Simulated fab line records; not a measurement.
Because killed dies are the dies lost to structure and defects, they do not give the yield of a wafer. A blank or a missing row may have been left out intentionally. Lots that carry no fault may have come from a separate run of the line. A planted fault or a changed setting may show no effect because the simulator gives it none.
Split-lot experiment / flow n5 finfet / 7 lots, 21 wafers read, on a route of 1938 steps

## ABOUT THE SPLIT
At N5_BEOL_M6_TRENCH_ETCH_37 (etches SiCOH lowk in C4F6/O2, target depth 94.435 nm, time 31.5 s), the setting time s was moved away from the recipe's 31.5 s on 5 of the 21 wafers read, by +12.3% to +21.7%. For the rest of the wafers, this setting stayed at what the recipe calls for.

## FROM THE SPLIT TO THE READING: what the file shows between them, 16 steps
- N5_BEOL_M6_ETCH_41: etches SiCN in CH3F/O2, target depth 29.7 nm, time 52 s (also split here: time s)
- N5_BEOL_M6_STRIP_80: strips in N2/H2, time 10 s
- N5_BEOL_M6_OCD_MEAS_38
- N5_BEOL_M6_HM_STRIP_39: strips TiN in peroxide tin strip, target depth 25 nm, time 158 s
- N5_BEOL_M6_SRD_40: time 30 s
- N5_BEOL_M6_PRECLEAN_42: cleans in residue remover, time 60 s
- N5_BEOL_M6_SRD_43: time 30 s
- N5_BEOL_M6_CD_MEAS_35: target cd 40 nm, target cd y 28 nm
- N5_BEOL_M6_CURE_75: cures SiCOH lowk, time 120 s
- N5_BEOL_M6_DEGAS_44: time 60 s
- N5_BEOL_M6_ECD_50: material Cu, target thk 300 nm
- N5_BEOL_M6_ANNEAL_51: time 90 s
- N5_BEOL_M6_CMP_52: polishes, stops on SiCOH lowk, t overpolish 6.9 s, target thk 80 nm
- N5_BEOL_M6_THK_MEAS_53: measures by xrf
- N5_BEOL_M6_PRE_CLEAN_55: time 15 s
- N5_BEOL_M6_DEP_56: deposits SiCN from 3MS/NH3, target thk 10 nm, time 17.5 s

## THE READING
M6_RS in ohm/sq, measured at N5_BEOL_M6_RS_MEAS_57 by four-point-probe. On this fab line, fault-free wafers typically give 0.287 ohm/sq with a standard deviation of 0.0071 ohm/sq.

wafer=L074.1; tool, chamber at the split=rie diel-04, 0; time s as run, s=36.28; against the recipe=+15.2%; M6_RS, ohm/sq=0.240; against lot-mates on the recipe=-0.055
wafer=L074.3; tool, chamber at the split=rie diel-04, 3; time s as run, s=36.28; against the recipe=+15.2%; M6_RS, ohm/sq=0.244; against lot-mates on the recipe=-0.051
wafer=L074.4; tool, chamber at the split=rie diel-04, 1; time s as run, s=31.5; against the recipe=recipe; M6_RS, ohm/sq=0.295; against lot-mates on the recipe=-
wafer=L077.2; tool, chamber at the split=rie diel-05, 1; time s as run, s=31.5; against the recipe=recipe; M6_RS, ohm/sq=0.290; against lot-mates on the recipe=-
wafer=L077.3; tool, chamber at the split=rie diel-05, 2; time s as run, s=31.5; against the recipe=recipe; M6_RS, ohm/sq=0.280; against lot-mates on the recipe=-
wafer=L077.6; tool, chamber at the split=rie diel-05, 0; time s as run, s=31.5; against the recipe=recipe; M6_RS, ohm/sq=0.286; against lot-mates on the recipe=-
wafer=L078.1; tool, chamber at the split=rie diel-04, 2; time s as run, s=35.38; against the recipe=+12.3%; M6_RS, ohm/sq=0.249; against lot-mates on the recipe=-0.051
wafer=L078.2; tool, chamber at the split=rie diel-04, 1; time s as run, s=31.5; against the recipe=recipe; M6_RS, ohm/sq=0.300; against lot-mates on the recipe=-
wafer=L078.6; tool, chamber at the split=rie diel-04, 0; time s as run, s=35.38; against the recipe=+12.3%; M6_RS, ohm/sq=0.238; against lot-mates on the recipe=-0.062
wafer=L080.2; tool, chamber at the split=rie diel-04, 2; time s as run, s=31.5; against the recipe=recipe; M6_RS, ohm/sq=0.290; against lot-mates on the recipe=-
wafer=L080.3; tool, chamber at the split=rie diel-04, 1; time s as run, s=31.5; against the recipe=recipe; M6_RS, ohm/sq=0.289; against lot-mates on the recipe=-
wafer=L080.5; tool, chamber at the split=rie diel-04, 0; time s as run, s=31.5; against the recipe=recipe; M6_RS, ohm/sq=0.282; against lot-mates on the recipe=-
wafer=L082.2; tool, chamber at the split=rie diel-02, 2; time s as run, s=31.5; against the recipe=recipe; M6_RS, ohm/sq=0.303; against lot-mates on the recipe=-
wafer=L082.3; tool, chamber at the split=rie diel-02, 0; time s as run, s=31.5; against the recipe=recipe; M6_RS, ohm/sq=0.284; against lot-mates on the recipe=-
wafer=L082.5; tool, chamber at the split=rie diel-02, 2; time s as run, s=31.5; against the recipe=recipe; M6_RS, ohm/sq=0.291; against lot-mates on the recipe=-
wafer=L086.1; tool, chamber at the split=rie diel-02, 2; time s as run, s=31.5; against the recipe=recipe; M6_RS, ohm/sq=0.282; against lot-mates on the recipe=-
wafer=L086.5; tool, chamber at the split=rie diel-02, 3; time s as run, s=31.5; against the recipe=recipe; M6_RS, ohm/sq=0.273; against lot-mates on the recipe=-
wafer=L086.6; tool, chamber at the split=rie diel-02, 2; time s as run, s=31.5; against the recipe=recipe; M6_RS, ohm/sq=0.285; against lot-mates on the recipe=-
wafer=L095.1; tool, chamber at the split=rie diel-05, 3; time s as run, s=31.5; against the recipe=recipe; M6_RS, ohm/sq=0.291; against lot-mates on the recipe=-
wafer=L095.3; tool, chamber at the split=rie diel-05, 2; time s as run, s=38.35; against the recipe=+21.7%; M6_RS, ohm/sq=0.217; against lot-mates on the recipe=-0.070
wafer=L095.4; tool, chamber at the split=rie diel-05, 1; time s as run, s=31.5; against the recipe=recipe; M6_RS, ohm/sq=0.283; against lot-mates on the recipe=-

THE FIT
A straight line over all 21 wafers: M6_RS changes by -0.00324 ohm/sq for each +1% of time s; r = -0.95; the points scatter about the line by 0.0072 ohm/sq.
The same after taking each lot's own level away (the mean of its wafers on the recipe; 21 wafers): -0.00362 ohm/sq for each +1%; r = -0.97; scatter 0.0065 ohm/sq.
The reading moves by 0.079 ohm/sq for the largest change in time s, on that fit.
Across the lots, their own levels run from 0.2800 to 0.3000 ohm/sq, a range of 2.8 times the standard deviation given above.
Hence the slope depends on the lot-to-lot level, as the two fits are not the same.
Check: for one of the wafers moved furthest among these (+21.7%), held out of the fit, the line's prediction against its lot-mates is -0.0853 ohm/sq. Against them it came out at -0.07 ohm/sq.

## ADDITIONAL SPLITS CARRIED BY THESE WAFERS
Note: prior to the reading, these wafers also went through further splits. Each is held against what the fit with the lots' levels taken away leaves over:
other split on the same wafers=N5_BEOL_M6_ETCH_41 time s; wafers away from the commonest value=10; r with M6_RS (lot level and that fit taken away)=+0.38

## THE WHOLE CHAIN: every reading that the file lists as answering this split, in the file's order
step=N5_BEOL_M6_TRENCH_ETCH_37; what it does=etches SiCOH lowk in C4F6/O2, target depth 94.435 nm, time 31.5 s; reading=BEOL_M6.feature depth nm (the simulator's own value, which no gauge read); change (the file's fit)=+1.04 nm for each +1% of the setting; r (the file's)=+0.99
step=N5_BEOL_M6_TRENCH_ETCH_37; what it does=etches SiCOH lowk in C4F6/O2, target depth 94.435 nm, time 31.5 s; reading=etch.depth nm (the simulator's own value, which no gauge read); change (the file's fit)=+1.04 nm for each +1% of the setting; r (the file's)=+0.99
step=N5_BEOL_M6_OCD_MEAS_38; what it does=; reading=trench depth nm; change (the file's fit)=+1.04 nm for each +1% of the setting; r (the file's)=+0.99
step=N5_BEOL_M6_CMP_52; what it does=polishes, stops on SiCOH lowk, t overpolish 6.9 s, target thk 80 nm; reading=Cu_of_BEOL_M6_ECD_50.thk nm (the simulator's own value, which no gauge read); change (the file's fit)=+1.03 nm for each +1% of the setting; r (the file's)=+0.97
step=N5_BEOL_M6_THK_MEAS_53; what it does=measures by xrf; reading=M6_THK; change (the file's fit)=+1.06 for each +1% of the setting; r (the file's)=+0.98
step=N5_BEOL_M6_RS_MEAS_57; what it does=measures by four-point-probe; reading=M6_RS; change (the file's fit)=-0.00354 for each +1% of the setting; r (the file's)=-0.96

## THE FILE'S OWN FIT
M6_RS changes by -0.00354 ohm/sq for each +1% of time s, r = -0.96.
